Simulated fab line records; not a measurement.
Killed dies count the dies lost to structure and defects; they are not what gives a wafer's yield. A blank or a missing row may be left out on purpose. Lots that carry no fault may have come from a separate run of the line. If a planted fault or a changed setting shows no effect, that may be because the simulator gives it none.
Comparing a struck lot with a sound one    flow n5-finfet    37 out of 1938 route steps
Sound: the wafers L645.2, L645.3, L645.5. Wafers L654.1, L654.4, L654.5 were the ones struck. The cause comes at the end.
For every step that has rows: the tool of each side, followed by ch and its chambers, followed by its first start. Under that, the readings that differ: sound wafers    struck wafers    difference of the means    sigmas: that difference in standard deviations of wafers without a fault.
alike: words and numbers the same on both sides, and readings whose means are apart by under 2 such deviations; not compared: readings that were withheld, readings missing a value for some wafer, numbers with overlapping values and no deviation given by the record, and bounds like >300 which may hide the same value.
A row with sigmas, a row that says differs or no value, or rows on one side alone: a step with any of these is where the two part. Numbers that have no deviation but don't overlap get no sigmas and don't part them. A reading missing from all wafers of one side parts the sides only when that side holds two or more wafers.

first, 9 steps without rows for these wafers: N5_BEOL_M4_ANNEAL_95 (time 240 s); N5_BEOL_M4_SPUTTER_96 (material Cu, target thk 4.5 nm, time 8.29 s); N5_BEOL_M4_ECD_50 (material Cu, target thk 300 nm); N5_BEOL_M4_ANNEAL_51 (time 90 s); N5_BEOL_M4_CMP_52 (polishes, stops on SiOC, t overpolish 6.8 s, target thk 40 nm); N5_BEOL_M4_PRE_CLEAN_60 (time 15 s); N5_BEOL_M4_CO_CAP_55 (material Co, precursor CCTBA/H2, target thk 2 nm, time 102.1 s); N5_BEOL_M4_PRE_CLEAN_56 (time 15 s); N5_BEOL_M4_DEP_57 (deposits SiCN from 3MS/NH3, target thk 8 nm, time 14 s).
N5_BEOL_M4_RC_MEAS_101:
  sound on prober-02 ch 0, day 9 00:58; struck on prober-02 ch 0, day 12 17:55
reading         sound           struck          difference  sigmas
IOFF_P (nA/um)  0.28 0.26 0.22  0.18 0.17 0.18  -0.08       -2
ION_N (uA/um)   703 687 690     660 666 670     -28         -3
ION_P (uA/um)   491 473 479     448 458 461     -25         -3
VT_P (mV)       -242 -244 -245  -254 -253 -250  -9          -2
  alike: DIBL_N, DIBL_P, IOFF_N, SS_N, SS_P, VT_N
then, 24 steps without rows for these wafers: N5_BEOL_M5_ILD_DEP_00 (deposits SiCOH lowk from DEMS/porogen, target thk 140.64 nm, time 25.9 s); N5_BEOL_M5_CURE_79 (cures SiCOH lowk, time 240 s); N5_BEOL_M5_PECVD_70 (deposits SiO2 from TEOS/O2, target thk 16 nm, time 18 s); N5_BEOL_M5_HM_DEP_02 (deposits TiN, target thk 20 nm); N5_BEOL_M5_COAT_59 (time 60 s, resist thk 60 nm); N5_BEOL_M5_COAT_60 (time 60 s, resist thk 12 nm); N5_BEOL_M5_COAT_71 (time 60 s, resist thk 5 nm); N5_BEOL_M5_COAT_05 (resist thk 30 nm); N5_BEOL_M5_EBR_07; N5_BEOL_M5_SOFTBAKE_06 (time 60 s); N5_BEOL_M5_EXPOSE_08 (exposes mask M5, target cd 28 nm); N5_BEOL_M5_PEB_09 (peb time 60 s); N5_BEOL_M5_DEVELOP_10 (develop time 30 s); N5_BEOL_M5_DESCUM_16 (chemistry O2, time 7 s); N5_BEOL_M5_ETCH_72 (etches underlayer in N2/H2, target depth 6.5 nm, time 5.2 s); N5_BEOL_M5_ETCH_61 (etches SiARC in CF4, target depth 15.6 nm, time 26 s); N5_BEOL_M5_ETCH_62 (etches SOC in N2/H2, target depth 75 nm, overetch 15 nm, time 112.5 s); N5_BEOL_M5_STRIP_63 (strips in N2/H2); N5_BEOL_M5_STRIP_73 (strips in N2/H2); N5_BEOL_M5_STRIP_64 (strips in CF4); N5_BEOL_M5_HM_OPEN_17 (chemistry Cl2/BCl3, target TiN, target depth 20 nm, overetch 6 nm); N5_BEOL_M5_STRIP_19 (strips in O2); N5_BEOL_M5_COAT_65 (time 60 s, resist thk 60 nm); N5_BEOL_M5_COAT_66 (time 60 s, resist thk 12 nm).
N5_BEOL_M8_ECD_50: material Cu, target thk 300 nm.
  sound on ecd-cu-02 ch 0,1, day 10 13:19; struck on ecd-cu-02 ch 0, day 14 13:32
N5_BEOL_M8_CMP_52: polishes, stops on SiCOH lowk, t overpolish 6.9 s, target thk 80 nm.
  sound on cmp-03 ch 0,1,2, day 10 13:45; struck on cmp-01 ch 0,1,2, day 14 14:16
reading                 sound     struck  difference  sigmas
time-to-endpoint-s (s)  60 62 64  0 1 2   -61         -20
  alike: clearing-platen-down-force-psi, motor-current-A
-- a jump in the record: the struck wafers' starts before and after are 3 days apart (it breaks off in module BEOL_M8 and resumes in module PASSIVATION, where the first step shown is number 1936 of the route) --
N5_PASSIVATION_PROBE_49:
  rows exist in the record for the struck wafers here (prober-02, day 17 11:48), but not for the sound ones

WHERE THEY PART
First at N5_BEOL_M4_RC_MEAS_101; last, within this record, at N5_PASSIVATION_PROBE_49.

WHY: the cause the simulator had injected
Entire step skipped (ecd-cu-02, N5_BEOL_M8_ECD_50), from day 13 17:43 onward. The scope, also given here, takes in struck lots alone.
